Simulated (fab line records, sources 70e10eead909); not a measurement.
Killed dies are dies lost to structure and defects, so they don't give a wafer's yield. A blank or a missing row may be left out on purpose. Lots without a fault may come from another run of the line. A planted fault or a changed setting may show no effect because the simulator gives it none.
A struck lot beside a sound one | flow nand_harc | 14 steps out of a route of 1302
Sound: wafers L807.1, L807.3, L807.4. Struck: wafers L816.4, L816.6. (L816.5 of the same lot was not struck and is left out.) The cause comes at the end.
At each step with rows: each side's tool, then ch and its chambers, then its first start. Under that, the readings that differ: sound wafers | struck wafers | difference of the means | sigmas: that difference in standard deviations of wafers without a fault.
alike: readings whose means differ by less than 2 such deviations, and words and numbers that are the same on both sides. not compared: withheld readings, readings that some wafer has no value for, bounds like >300 that may hide the same value, and numbers for which the record gives no deviation and whose values overlap.
The two part at a step that has a row with sigmas, a row that says differs or no value, or rows on one side only. Numbers that don't overlap but have no deviation are shown without sigmas and don't part them. A reading that every wafer of one side lacks parts them only if that side has two wafers or more.

NHARC_A_ZERO_WELL_INSPECT_17:
  sound on defect_inspect-01, day 11 06:16; struck on defect_inspect-02, day 15 04:10
  alike: raw_defect_count
then, 3 steps without rows for these wafers: NHARC_A_SOURCE_PLATE_PRECLEAN_00 (cleans in HF-LAST, time 60 s); NHARC_A_SOURCE_PLATE_SRD_01; NHARC_A_SOURCE_PLATE_OXIDE_02 (material SiO2, target thk 10 nm, ox time 1362 s).
NHARC_A_SOURCE_PLATE_THK_MEAS_09: measures by ellipsometry.
  sound on film_metro-01, day 11 13:08; struck on film_metro-02, day 15 11:28
  alike: thk_nm
then, 3 steps without rows for these wafers: NHARC_A_SOURCE_PLATE_PVD_04 (deposits WSi2, target thk 50 nm); NHARC_A_SOURCE_PLATE_CVD_03 (deposits poly-Si, target thk 200 nm, time 4000 s); NHARC_A_SOURCE_PLATE_ANNEAL_05 (time 1800 s).
NHARC_A_SOURCE_PLATE_THK_MEAS_06: measures by ellipsometry.
  sound on film_metro-01, day 12 01:51; struck on film_metro-02, day 16 00:20
  alike: thk_nm
NHARC_A_SOURCE_PLATE_INSPECT_08:
  sound on defect_inspect-02, day 12 01:57; struck on defect_inspect-02, day 16 00:25
  alike: raw_defect_count
NHARC_A_ONON_D1_DEP_00: target thk 1000 nm.
  sound on pecvd_onon-03 ch 0, day 12 02:01; struck on pecvd_onon-04 ch 0, day 16 00:39
  reading               | sound             | struck      | difference | sigmas
  sih4_flow_sccm (sccm) | 208.9 209.1 209.8 | 210.4 210.6 | +1.2       | +2
NHARC_A_ONON_D1_THK_MEAS_02: measures by ellipsometry.
  sound on film_metro-01, day 12 02:32; struck on film_metro-02, day 16 00:59
  reading     | sound          | struck    | difference | sigmas
  thk_nm (nm) | 1009 1008 1010 | 1466 1467 | +458       | +49
then, 1 step without rows for these wafers: NHARC_A_ONON_D1_DEP_03 (target thk 1000 nm).
-- the record jumps here: 17 days lie between the struck wafers' starts before and after (it left off in module A_ONON_D1 and takes up again in module END, whose first step shown is number 1302 of the route) --
NHARC_END_SORT_01:
  the record has rows for the struck wafers here (prober-02 ch 0, day 32 23:23) and none for the sound ones

WHERE THEY PART
First at NHARC_A_ONON_D1_DEP_00; last, within this record, at NHARC_END_SORT_01.

WHY: what the simulator had put in
Process parameter drift: pecvd_onon-04, from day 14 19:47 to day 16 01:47, at NHARC_A_ONON_D1_DEP_00. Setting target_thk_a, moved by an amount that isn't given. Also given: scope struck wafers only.
